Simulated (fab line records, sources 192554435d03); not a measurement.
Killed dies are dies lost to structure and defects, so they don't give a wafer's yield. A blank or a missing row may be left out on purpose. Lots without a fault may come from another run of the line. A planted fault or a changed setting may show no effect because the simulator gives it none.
Chamber matching | flow n5_finfet | N5_BEOL_M1_STRIP_66 on rie_diel-02: 4 sister chambers
The step strips in CF4. 7 wafers are shown with their chamber, then 7 later ones without.

WAFERS WITH THEIR CHAMBER
wafer  | chamber | drypump_motor_current_A (A) | oes_product_au (a.u.)
L076.4 | 1       | 5.7                         | 0.72
L078.3 | 0       | 6.5                         | 0.73
L080.3 | 2       | 5.8                         | 0.69
L080.4 | 3       | 6.5                         | 0.79
L080.5 | 3       | 6.6                         | 0.78
L082.1 | 0       | 6.5                         | 0.73
L082.2 | 2       | 5.8                         | 0.70

WAFERS WITHOUT THEIR CHAMBER
wafer  | drypump_motor_current_A (A) | oes_product_au (a.u.)
L082.4 | 6.5                         | 0.79
L086.2 | 5.7                         | 0.71
L086.3 | 5.9                         | 0.69
L086.4 | 6.5                         | 0.73
L095.3 | 5.9                         | 0.67
L095.4 | 6.6                         | 0.76
L095.5 | 6.5                         | 0.76

WHICH CHAMBER EACH WENT THROUGH
wafer  | from the rows above     | in truth
L082.4 | 3                       | 3
L086.2 | can't be placed: 1 or 2 | 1
L086.3 | 2                       | 2
L086.4 | 0                       | 0
L095.3 | 2                       | 2
L095.4 | can't be placed: 3 or 0 | 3
L095.5 | can't be placed: 3 or 0 | 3
Placed correctly: 4 of 7. Can't be placed from these rows: 3 (the true chamber is among the candidates in 3). Placed wrongly: 0.
How it was worked out, from the rows above alone: a wafer's distance from a chamber is the root of the sum, over the readings, of the square of ((its reading less the chamber's mean) divided by the reading's scatter). The wafer belongs to the nearest chamber; if the next one is less than 2 further off, it can't be placed. A chamber's mean is the mean of its shown wafers. The scatter: the root of (the sum of the squares of (reading less its chamber's mean) over the shown wafers, divided by (wafers less chambers)).
